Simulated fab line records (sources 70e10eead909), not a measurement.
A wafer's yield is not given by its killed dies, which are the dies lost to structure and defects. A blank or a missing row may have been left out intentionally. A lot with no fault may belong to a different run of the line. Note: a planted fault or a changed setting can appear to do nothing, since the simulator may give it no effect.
fab line records -- flow nandHarc -- part 1 of 2: steps 1 to 4 of 6
record: lots: 24, wafers: 72, lastDay: 33
route steps=1302 shown A_CHANNEL_FILL_D2@629 A_STAIRCASE@712
lots untouched by any fault: they come from a run of this same line in which no faults occurred
startH: hours from the record's first day to the start of the lot's first wafer shown -- waitH: hours since the lot's step before -- " repeats the value in the row above -- L1.1+2: one row covering several wafers at once -- - no value, or no start was given -- * or withheld: withheld -- < > ~ a bound
route shown NAME@n: NAME is a module with steps in the file, n the number in the route of the first one -- usual: average and standard deviation across the fault-free wafers -- same: alike in all rows -- chamber/n: place in a boat -- sites: readings site by site -- _std_site: the standard deviation of these -- _edge_site: mean of outer sites minus mean of inner sites -- radiusMm: how far each site lies from the wafer's centre -- mask NAME#n: copy n -- behind: tool/chamber where the wafer was last shaped -- hold: why the lot went on hold/how many hours it stayed there/how the hold came to an end -- device: which transistor (n, p or np) failed to switch -- end of line: the route-end tests of the same wafers -- where a step has no rows: the recipe by itself -- killed: not the wafer's yield, but the dies lost to structure and defects at the first sort -- map: a wafer's dies, x killed, . not, _ none there
set.NAME: the run value of the setting; set.NAME@STEP: its run value at that earlier step -- model.NAME: the simulator's own value behind a step, which no gauge read
the route's steps for a sample of lots (tables are steps, rows are wafers)
services: from which hour (startH, from the record's first day; less than 0 if before it) a tool's chamber was out of use, for how many hours, and why
== steps ==
step: NHARC_A_CHANNEL_FILL_D2_STRIP_29
recipe: timeS: 20, o2FlowSccm: 500, arFlowSccm: 0, biasW: 0, chemistry: O2
usual: drypumpMotorCurrentA: 5.66/0.29, oesProductAu: 1.000/0.0099, rfVppV: 57.8/0.98, showerheadPlenumPTorr: 3.49/0.14, throttleValvePct: 17.036/0.0086
lot.wafer,tool,chamber,startH,waitH,drypumpMotorCurrentA,oesProductAu,rfHoursCounterH,rfVppV,showerheadPlenumPTorr,throttleValvePct
L074.2,rieDiel-04,3,-,-,5.68,1.009,24,57.7,3.38,17.041
L074.5,rieDiel-04,2,-,-,5.82,1.012,-,56.2,3.32,17.051
L074.6,rieDiel-04,3,-,-,5.68,0.999,-,57.4,3.38,17.042
L075.3,rieDiel-10,2,-,-,5.02,0.994,3,57.2,3.57,17.031
L075.1,rieDiel-10,0,-,-,5.70,0.980,3,57.5,3.73,17.024
L075.5,rieDiel-10,2,-,-,4.99,0.990,-,60.1,3.57,17.025
L076.4,rieDiel-12,0,-,-,5.50,1.005,2,58.1,3.42,17.034
L076.2,rieDiel-12,1,-,-,5.70,0.995,2,57.0,3.47,17.040
L076.5,rieDiel-12,3,-,-,5.74,1.008,-,57.5,3.60,17.049
L077.3,rieDiel-10,2,-,-,5.01,0.982,4,57.3,3.57,17.020
L077.2,rieDiel-10,1,-,-,5.52,1.008,4,57.4,3.74,17.040
L077.6,rieDiel-10,2,-,-,5.00,0.985,-,59.4,3.57,17.043
L078.3,rieDiel-04,2,-,-,5.85,0.998,2,56.0,3.32,17.059
L078.2,rieDiel-04,0,-,-,6.57,1.005,1,58.4,3.70,17.032
L078.1,rieDiel-04,1,-,-,5.96,0.986,1,58.2,3.42,17.020
L079.4,rieDiel-12,2,-,-,5.69,1.018,3,58.1,3.32,17.026
L079.2,rieDiel-12,3,-,-,5.79,1.006,2,58.6,3.60,17.045
L079.6,rieDiel-12,1,-,-,5.69,0.999,-,56.9,3.47,17.040
L080.1,rieDiel-12,1,403.65,0.2,5.69,1.003,4,56.8,3.47,17.042
L080.6,rieDiel-12,2,403.65,0.2,5.70,1.007,-,57.9,3.32,17.035
L080.4,rieDiel-12,0,403.65,0.2,5.50,1.000,-,58.7,3.42,17.043
L082.2,rieDiel-10,1,-,-,5.54,1.009,5,58.2,3.74,17.033
L082.3,rieDiel-10,2,-,-,5.02,0.982,5,58.1,3.57,17.049
L082.5,rieDiel-10,0,-,-,5.74,0.987,-,58.3,3.73,17.033
L081.1,rieDiel-12,3,-,-,5.75,1.008,3,58.9,3.60,17.041
L081.4,rieDiel-12,0,-,-,5.49,1.002,4,57.4,3.42,17.033
L081.6,rieDiel-12,3,-,-,5.78,1.013,-,57.5,3.60,17.043
L083.1,rieDiel-04,2,-,-,5.85,1.002,10,58.2,3.31,17.040
L083.2,rieDiel-04,3,-,-,5.69,0.993,10,56.7,3.38,17.025
L083.3,rieDiel-04,1,-,-,5.95,0.995,9,57.8,3.42,17.030
L084.4,rieDiel-10,1,-,-,5.54,1.005,0,58.1,3.74,17.027
L084.3,rieDiel-10,3,-,-,5.56,1.008,1,57.0,3.36,17.025
L084.5,rieDiel-10,0,-,-,5.73,0.997,-,58.6,3.73,17.038
L085.2,rieDiel-12,1,-,-,5.66,0.989,4,58.5,3.47,17.039
L085.1,rieDiel-12,2,-,-,5.70,1.012,4,57.1,3.32,17.031
L085.6,rieDiel-12,2,-,-,5.67,1.010,-,60.8,3.32,17.037
L086.2,rieDiel-10,0,-,-,5.72,0.989,1,59.9,3.73,17.058
L086.3,rieDiel-10,2,-,-,5.00,0.997,1,58.1,3.56,17.038
L086.5,rieDiel-10,1,-,-,5.56,1.013,-,57.5,3.74,17.036
L088.1,rieDiel-12,1,-,-,5.65,0.992,1,56.6,3.47,17.036
L088.4,rieDiel-12,2,-,-,5.70,1.005,1,57.5,3.32,17.039
L088.5,rieDiel-12,1,-,-,5.68,0.993,-,59.5,3.47,17.046
L087.3,rieDiel-12,1,-,-,5.65,1.005,1,57.7,3.47,17.030
L087.6,rieDiel-12,3,-,-,5.74,0.997,-,58.5,3.60,17.035
L087.5,rieDiel-12,0,-,-,5.49,0.993,-,57.2,3.42,17.034
L089.3,rieDiel-10,1,494.18,0.2,5.54,1.005,2,57.4,3.74,17.032
L089.2,rieDiel-10,2,494.18,0.2,5.02,0.979,2,56.7,3.56,17.039
L089.5,rieDiel-10,3,494.18,0.2,5.59,0.993,-,56.6,3.36,17.030
L090.2,rieDiel-12,2,-,-,5.70,1.000,1,56.2,3.32,17.034
L090.3,rieDiel-12,1,-,-,5.67,1.004,1,56.2,3.47,17.033
L090.6,rieDiel-12,3,-,-,5.74,0.994,-,57.8,3.60,17.035
L091.2,rieDiel-04,3,-,-,5.67,0.985,22,58.3,3.37,17.013
L091.4,rieDiel-04,1,-,-,5.97,0.984,21,56.9,3.41,17.038
L091.5,rieDiel-04,3,-,-,5.68,0.989,-,57.4,3.37,17.040
L092.2,rieDiel-12,1,-,-,5.65,1.018,2,58.6,3.47,17.050
L092.5,rieDiel-12,0,-,-,5.48,1.009,-,57.2,3.42,17.044
L092.6,rieDiel-12,1,-,-,5.68,1.016,-,58.9,3.47,17.042
L093.1,rieDiel-10,3,-,-,5.58,0.990,4,57.9,3.36,17.048
L093.2,rieDiel-10,0,-,-,5.70,0.990,3,57.6,3.73,17.030
L093.4,rieDiel-10,2,-,-,5.02,0.987,3,59.4,3.56,17.044
L095.3,rieDiel-12,1,-,-,5.66,0.998,2,57.5,3.47,17.037
L095.2,rieDiel-12,3,-,-,5.77,0.982,2,58.3,3.60,17.024
L095.6,rieDiel-12,1,-,-,5.68,1.014,-,59.4,3.47,17.057
L094.4,rieDiel-04,0,-,-,6.58,1.006,0,57.7,3.68,17.023
L094.2,rieDiel-04,1,-,-,5.94,0.999,0,57.2,3.41,17.043
L094.5,rieDiel-04,0,-,-,6.57,1.014,-,59.1,3.68,17.030
L096.2,rieDiel-12,0,-,-,5.49,1.010,2,58.5,3.42,17.035
L096.3,rieDiel-12,1,-,-,5.68,1.019,2,57.2,3.47,17.041
L096.5,rieDiel-12,1,-,-,5.70,1.019,-,56.9,3.47,17.053
L097.3,rieDiel-12,2,-,-,5.70,1.001,3,56.3,3.32,17.044
L097.5,rieDiel-12,0,-,-,5.50,1.006,-,57.5,3.42,17.029
L097.6,rieDiel-12,1,-,-,5.67,1.021,-,57.0,3.47,17.023
step: NHARC_A_CHANNEL_FILL_D2_CMP_10
recipe: targetThkNm: 150
usual: motorCurrentA: 12.1/1.3, timeToEndpointS: 16.0/2.7
lot.wafer,tool,chamber,startH,waitH,motorCurrentA,timeToEndpointS
L074.2,cmp-01,2,336.27,0.4,11.4,17.1
L074.6,cmp-01,2,336.27,0.4,11.3,13.7
L074.5,cmp-01,3,336.27,0.4,11.5,12.6
L075.1,cmp-02,0,356.63,0.4,11.6,17.9
L075.3,cmp-02,1,356.63,0.4,11.7,18.2
L075.5,cmp-02,2,356.63,0.4,14.0,15.8
L076.2,cmp-04,1,363.34,0.4,16.6,16.7
L076.4,cmp-04,2,363.34,0.4,12.2,16.0
L076.5,cmp-04,3,363.34,0.4,12.4,17.2
L077.3,cmp-02,3,371.57,0.4,11.7,14.9
L077.2,cmp-02,0,371.57,0.4,11.7,17.2
L077.6,cmp-02,1,371.57,0.4,11.8,15.0
L078.3,cmp-02,2,384.40,0.4,13.1,13.2
L078.1,cmp-02,3,384.40,0.4,12.3,14.4
L078.2,cmp-02,1,384.40,0.4,12.4,15.5
L079.2,cmp-01,1,396.66,0.4,12.6,16.4
L079.4,cmp-01,0,396.66,0.4,12.5,18.3
L079.6,cmp-01,2,396.66,0.4,10.6,22.3
L080.1,cmp-02,3,409.28,0.4,12.0,16.4
L080.4,cmp-02,0,409.28,0.4,11.7,20.3
L080.6,cmp-02,3,409.28,0.4,12.4,15.8
L082.3,cmp-04,0,424.56,0.4,10.0,17.9
L082.2,cmp-04,2,424.56,0.4,12.3,16.0
L082.5,cmp-04,0,424.56,0.4,10.3,14.5
L081.4,cmp-01,0,424.56,0.4,11.0,18.0
L081.1,cmp-01,2,424.56,0.4,10.4,17.8
L081.6,cmp-01,0,424.56,0.4,12.1,17.0
L083.3,cmp-04,1,433.92,0.4,15.8,13.9
L083.2,cmp-04,2,433.92,0.4,11.6,15.9
L083.1,cmp-04,3,433.92,0.4,12.4,15.3
L085.1,cmp-02,2,449.87,0.4,13.4,15.1
L085.2,cmp-02,3,449.87,0.4,12.6,16.2
L085.6,cmp-02,2,449.87,0.4,12.8,14.8
L084.3,cmp-04,0,449.89,0.4,9.7,10.0
L084.4,cmp-04,1,449.89,0.4,16.0,12.6
L084.5,cmp-04,3,449.89,0.4,12.4,13.2
L086.2,cmp-02,1,459.52,0.4,11.8,17.4
L086.3,cmp-02,2,459.52,0.4,13.2,16.0
L086.5,cmp-02,3,459.52,0.4,12.2,16.0
L088.4,cmp-02,3,493.95,0.4,12.0,12.9
L088.1,cmp-02,0,493.95,0.4,11.6,11.2
L088.5,cmp-02,1,493.95,0.4,12.0,11.2
L087.3,cmp-01,2,493.97,0.4,10.1,19.2
L087.5,cmp-01,3,493.97,0.4,11.8,15.5
L087.6,cmp-01,0,493.97,0.4,11.8,18.9
L089.2,cmp-01,2,499.99,0.4,10.8,15.8
L089.3,cmp-01,0,499.99,0.4,11.6,17.9
L089.5,cmp-01,1,499.99,0.4,12.0,16.0
L090.3,cmp-02,2,507.68,0.4,13.7,10.1
L090.2,cmp-02,3,507.68,0.4,11.7,11.7
L090.6,cmp-02,2,507.68,0.4,13.4,13.4
L091.4,cmp-01,2,507.71,0.4,10.5,23.0
L091.2,cmp-01,3,507.71,0.4,12.0,18.5
L091.5,cmp-01,0,507.71,0.4,11.9,22.3
L092.2,cmp-01,2,531.98,0.4,11.1,13.3
L092.5,cmp-01,2,531.98,0.4,11.4,15.1
L092.6,cmp-01,3,531.98,0.4,12.0,13.3
L093.1,cmp-01,2,535.60,0.4,11.0,15.2
L093.2,cmp-01,3,535.60,0.4,11.9,13.3
L093.4,cmp-01,0,535.60,0.4,12.2,14.7
L094.4,cmp-04,0,551.28,0.4,9.1,19.4
L094.2,cmp-04,2,551.28,0.4,12.1,19.5
L094.5,cmp-04,0,551.28,0.4,9.6,17.8
L095.3,cmp-01,3,551.30,0.4,11.8,13.4
L095.2,cmp-01,0,551.30,0.4,12.3,15.5
L095.6,cmp-01,1,551.30,0.4,12.5,14.0
L096.3,cmp-04,1,567.72,0.4,15.7,16.8
L096.2,cmp-04,3,567.72,0.4,12.9,18.6
L096.5,cmp-04,1,567.72,0.4,16.1,14.2
L097.3,cmp-02,0,581.61,0.4,11.6,19.1
L097.6,cmp-02,2,581.61,0.4,13.0,15.9
L097.5,cmp-02,3,581.61,0.4,11.9,17.4
step: NHARC_A_STAIRCASE_TRIM_198
recipe: timeS: 211.2, o2FlowSccm: 500, arFlowSccm: 0, biasW: 0, chemistry: O2
usual: drypumpMotorCurrentA: 5.6/0.64, oesProductAu: 0.997/0.011, rfVppV: 57.7/0.92, showerheadPlenumPTorr: 3.51/0.14, throttleValvePct: 17.038/0.0092
lot.wafer,tool,chamber,startH,waitH,drypumpMotorCurrentA,oesProductAu,rfHoursCounterH,rfVppV,showerheadPlenumPTorr,throttleValvePct
L074.2,rieDiel-06,1,-,-,5.5,0.976,9,56.5,3.62,17.035
L074.5,rieDiel-06,0,-,-,5.6,0.992,-,57.7,3.68,17.029
L074.6,rieDiel-06,1,-,-,5.4,0.980,-,57.2,3.62,17.038
L075.1,rieDiel-01,2,-,-,5.7,0.997,59,56.6,3.51,17.053
L075.3,rieDiel-01,0,-,-,5.5,0.995,64,59.5,3.53,17.043
L075.5,rieDiel-01,2,-,-,5.7,0.998,-,57.0,3.51,17.036
L076.2,rieDiel-05,2,-,-,6.4,0.994,34,57.6,3.42,17.041
L076.4,rieDiel-05,3,-,-,4.9,0.995,33,58.0,3.28,17.043
L076.5,rieDiel-05,2,-,-,6.3,0.987,-,56.6,3.42,17.050
L077.2,rieDiel-05,2,-,-,6.4,0.984,35,57.5,3.42,17.032
L077.3,rieDiel-05,0,-,-,5.3,1.014,42,56.8,3.47,17.036
L077.6,rieDiel-05,3,-,-,4.9,0.989,-,56.7,3.28,17.041
L078.2,rieDiel-06,0,-,-,5.6,1.007,25,58.1,3.67,17.042
L078.1,rieDiel-06,1,-,-,5.5,0.984,29,58.6,3.61,17.040
L078.3,rieDiel-06,2,-,-,5.0,1.001,34,56.9,3.48,17.047
L079.4,rieDiel-01,2,-,-,5.7,0.989,5,58.1,3.51,17.032
L079.2,rieDiel-01,0,-,-,5.5,1.001,4,59.0,3.52,17.059
L079.6,rieDiel-01,2,-,-,5.7,0.973,-,57.6,3.51,17.051
L080.1,rieDiel-06,1,-,-,5.5,0.987,41,58.1,3.60,17.038
L080.4,rieDiel-06,3,-,-,6.5,1.005,38,57.1,3.29,17.057
L080.6,rieDiel-06,0,-,-,5.6,1.012,-,57.6,3.67,17.045
L081.4,rieDiel-06,0,-,-,5.7,1.002,38,58.1,3.67,17.044
L081.1,rieDiel-06,2,-,-,5.0,1.002,48,58.3,3.48,17.044
L081.6,rieDiel-06,1,-,-,5.5,0.976,-,59.0,3.60,17.049
L082.2,rieDiel-01,1,-,-,6.7,1.008,16,56.0,3.56,17.033
L082.3,rieDiel-01,2,-,-,5.7,0.989,13,57.8,3.50,17.046
L082.5,rieDiel-01,0,-,-,5.5,1.000,-,58.0,3.52,17.041
L083.1,rieDiel-05,2,-,-,6.4,0.982,7,59.1,3.41,17.030
L083.2,rieDiel-05,0,-,-,5.3,0.996,7,58.2,3.47,17.029
L083.3,rieDiel-05,1,-,-,4.8,1.009,7,58.1,3.38,17.023
L085.1,rieDiel-01,2,-,-,5.7,0.980,22,57.6,3.50,17.027
L085.2,rieDiel-01,0,-,-,5.5,1.005,25,58.1,3.51,17.051
L085.6,rieDiel-01,1,-,-,6.7,1.001,-,58.1,3.56,17.023
L084.4,rieDiel-05,2,-,-,6.3,0.992,10,58.0,3.41,17.026
L084.3,rieDiel-05,0,-,-,5.3,0.990,12,58.0,3.46,17.019
L084.5,rieDiel-05,1,-,-,4.8,1.009,-,57.3,3.38,17.018
L086.2,rieDiel-01,1,-,-,6.7,1.003,23,58.7,3.56,17.044
L086.3,rieDiel-01,2,-,-,5.7,0.990,25,56.6,3.50,17.030
L086.5,rieDiel-01,3,-,-,4.9,0.990,-,58.7,3.35,17.054
L088.1,rieDiel-01,1,-,-,6.7,1.002,34,57.3,3.55,17.048
L088.4,rieDiel-01,2,-,-,5.7,0.983,38,55.9,3.49,17.035
L088.5,rieDiel-01,0,-,-,5.5,0.995,-,57.6,3.51,17.035
L087.3,rieDiel-05,0,-,-,5.3,0.999,22,56.8,3.46,17.048
L087.6,rieDiel-05,0,-,-,5.3,0.990,-,57.2,3.46,17.038
L087.5,rieDiel-05,1,-,-,4.8,1.014,-,57.5,3.37,17.045
L089.3,rieDiel-01,2,-,-,5.7,0.974,40,57.8,3.49,17.032
L089.2,rieDiel-01,3,-,-,4.9,0.991,39,56.4,3.34,17.033
L089.5,rieDiel-01,1,-,-,6.7,1.007,-,58.1,3.55,17.036
L091.2,rieDiel-01,3,-,-,4.9,0.994,42,58.4,3.34,17.035
L091.4,rieDiel-01,0,-,-,5.5,0.983,42,57.7,3.50,17.044
L091.5,rieDiel-01,3,-,-,4.9,0.997,-,57.3,3.34,17.042
L090.3,rieDiel-01,2,-,-,5.7,0.978,46,58.2,3.49,17.055
L090.2,rieDiel-01,3,-,-,4.9,0.989,42,56.7,3.34,17.036
L090.6,rieDiel-01,0,-,-,5.5,0.982,-,57.1,3.50,17.030
L092.2,rieDiel-06,1,-,-,5.5,1.006,16,58.4,3.58,17.038
L092.6,rieDiel-06,2,-,-,5.0,0.997,-,56.7,3.46,17.030
L092.5,rieDiel-06,3,-,-,6.5,1.004,-,57.0,3.80,17.048
L093.4,rieDiel-06,3,-,-,6.5,1.017,19,57.8,3.80,17.044
L093.1,rieDiel-06,1,-,-,5.5,1.013,16,58.3,3.58,17.023
L093.2,rieDiel-06,2,-,-,5.0,1.004,17,56.4,3.46,17.041
L094.2,rieDiel-05,3,-,-,4.9,0.981,44,58.5,3.78,17.023
L094.4,rieDiel-05,0,-,-,5.3,0.986,43,58.4,3.45,17.030
L094.5,rieDiel-05,0,-,-,5.3,0.987,-,57.4,3.45,17.040
L095.2,rieDiel-06,0,-,-,5.6,1.005,21,56.7,3.64,17.040
L095.3,rieDiel-06,1,-,-,5.5,0.996,20,57.6,3.58,17.044
L095.6,rieDiel-06,3,-,-,6.5,0.998,-,58.6,3.80,17.047
L096.2,rieDiel-06,3,-,-,6.5,1.008,31,60.0,3.79,17.044
L096.3,rieDiel-06,1,-,-,5.5,1.008,28,58.8,3.58,17.035
L096.5,rieDiel-06,1,-,-,5.5,0.994,-,57.9,3.58,17.034
L097.3,rieDiel-01,2,-,-,5.7,0.997,9,57.4,3.48,17.047
L097.5,rieDiel-01,0,-,-,5.5,0.994,-,58.5,3.49,17.035
L097.6,rieDiel-01,1,-,-,6.8,1.018,-,57.4,3.53,17.033
step: NHARC_A_STAIRCASE_STRIP_205
recipe: powerW: 1500, tempC: 250, chemistry: O2
usual: drypumpMotorCurrentA: 5.5/0.35, heaterPowerW: 325/13, rfReflPowerW: 26.9/2.4
lot.wafer,tool,chamber,startH,waitH,drypumpMotorCurrentA,heaterPowerW,rfHoursCounterH,rfReflPowerW
L074.2,plasmaAsher-02,0,347.10,0.1,5.3,343,17,25.0
L074.6,plasmaAsher-02,1,347.10,0.1,6.1,311,-,31.1
L074.5,plasmaAsher-02,0,347.10,0.1,5.3,346,-,26.0
L075.1,plasmaAsher-02,0,366.92,0.1,5.3,342,21,24.8
L075.3,plasmaAsher-02,0,366.92,0.1,5.3,336,-,25.0
L075.5,plasmaAsher-02,1,366.92,0.1,6.1,315,-,30.5
L076.2,plasmaAsher-02,1,373.21,0.1,6.1,322,24,31.3
L076.4,plasmaAsher-02,0,373.21,0.1,5.3,343,-,25.5
L076.5,plasmaAsher-02,0,373.21,0.1,5.3,344,-,24.8
L077.2,plasmaAsher-02,1,380.88,0.1,6.1,319,25,30.5
L077.3,plasmaAsher-02,0,380.88,0.1,5.3,341,-,25.5
L077.6,plasmaAsher-02,1,380.88,0.1,6.1,312,-,31.2
L078.1,plasmaAsher-01,1,400.15,0.3,5.3,328,8,26.5
L078.2,plasmaAsher-01,0,400.15,0.3,5.4,346,8,25.7
L078.3,plasmaAsher-01,0,400.15,0.3,5.4,335,-,25.5
L079.2,plasmaAsher-01,1,406.22,0.1,5.3,330,10,26.2
L079.4,plasmaAsher-01,0,406.22,0.1,5.4,336,-,25.7
L079.6,plasmaAsher-01,0,406.22,0.1,5.4,336,-,25.3
L080.1,plasmaAsher-01,0,421.56,0.1,5.4,338,12,25.7
L080.4,plasmaAsher-01,1,421.56,0.1,5.3,332,-,26.1
L080.6,plasmaAsher-01,1,421.56,0.1,5.3,332,-,25.7
L081.1,plasmaAsher-01,0,434.13,0.1,5.4,337,15,25.9
L081.4,plasmaAsher-01,1,434.13,0.1,5.3,318,-,25.8
L081.6,plasmaAsher-01,0,434.13,0.1,5.4,346,-,26.0
L082.2,plasmaAsher-01,0,434.83,0.1,5.4,340,15,-
L082.3,plasmaAsher-01,1,434.83,0.1,5.3,329,-,-
L082.5,plasmaAsher-01,0,434.83,0.1,5.4,334,-,-
L083.2,plasmaAsher-01,1,444.08,0.1,5.3,317,19,-
L083.1,plasmaAsher-01,0,444.08,0.1,5.4,336,19,-
L083.3,plasmaAsher-01,1,444.08,0.1,5.3,323,-,-
L085.1,plasmaAsher-02,0,459.40,0.1,5.3,317,6,25.6
L085.2,plasmaAsher-02,1,459.40,0.1,6.1,308,6,30.9
L085.6,plasmaAsher-02,1,459.40,0.1,6.1,303,-,30.0
L084.3,plasmaAsher-01,1,459.76,0.2,5.3,327,-,25.5
L084.4,plasmaAsher-01,0,459.76,0.2,5.4,333,-,25.2
L084.5,plasmaAsher-01,1,459.76,0.2,5.3,337,-,26.6
L086.2,plasmaAsher-02,1,469.59,0.1,6.1,305,9,-
L086.3,plasmaAsher-02,0,469.59,0.1,5.3,339,-,-
L086.5,plasmaAsher-02,1,469.59,0.1,6.1,303,-,-
L088.1,plasmaAsher-02,1,504.12,0.1,6.2,301,14,-
L088.4,plasmaAsher-02,1,504.12,0.1,6.1,304,-,-
L088.5,plasmaAsher-02,1,504.12,0.1,6.1,305,-,-
L087.3,plasmaAsher-02,0,506.39,0.2,5.3,327,-,25.2
L087.5,plasmaAsher-02,0,506.39,0.2,5.3,335,-,26.2
L087.6,plasmaAsher-02,1,506.39,0.2,6.2,302,-,31.2
L089.2,plasmaAsher-01,1,509.29,0.1,5.3,323,29,25.1
L089.3,plasmaAsher-01,0,509.29,0.1,5.4,338,-,25.7
L089.5,plasmaAsher-01,0,509.29,0.1,5.4,334,-,26.0
L091.2,plasmaAsher-01,0,517.38,0.1,5.4,330,32,25.7
L091.4,plasmaAsher-01,1,517.38,0.1,5.3,327,-,26.5
L091.5,plasmaAsher-01,1,517.38,0.1,5.3,327,-,27.0
L090.2,plasmaAsher-02,1,518.41,0.1,6.1,296,19,31.3
L090.3,plasmaAsher-02,0,518.41,0.1,5.3,336,-,25.0
L090.6,plasmaAsher-02,1,518.41,0.1,6.1,296,-,31.0
L092.2,plasmaAsher-02,1,542.94,0.1,6.1,307,26,31.4
L092.5,plasmaAsher-02,0,542.94,0.1,5.3,329,-,24.5
L092.6,plasmaAsher-02,1,542.94,0.1,6.1,307,-,30.9
L093.2,plasmaAsher-01,0,545.91,0.1,5.4,321,3,25.2
L093.1,plasmaAsher-01,1,545.91,0.1,5.3,330,3,26.1
L093.4,plasmaAsher-01,0,545.91,0.1,5.4,325,-,25.7
L094.2,plasmaAsher-01,0,560.41,0.1,5.4,323,5,24.8
L094.4,plasmaAsher-01,0,560.41,0.1,5.4,319,-,24.8
L094.5,plasmaAsher-01,1,560.41,0.1,5.3,321,-,26.2
L095.2,plasmaAsher-01,1,560.87,0.1,5.3,330,6,25.1
L095.3,plasmaAsher-01,1,560.87,0.1,5.3,330,-,26.6
L095.6,plasmaAsher-01,1,560.87,0.1,5.3,319,-,26.5
L096.2,plasmaAsher-02,1,579.40,0.1,6.2,300,32,31.0
L096.3,plasmaAsher-02,1,579.40,0.1,6.1,306,-,30.7
L096.5,plasmaAsher-02,1,579.40,0.1,6.1,308,-,31.6
L097.3,plasmaAsher-02,1,591.32,0.2,6.2,303,-,31.4
L097.6,plasmaAsher-02,0,591.32,0.2,5.3,327,-,24.3
L097.5,plasmaAsher-02,1,591.32,0.2,6.2,309,-,30.8
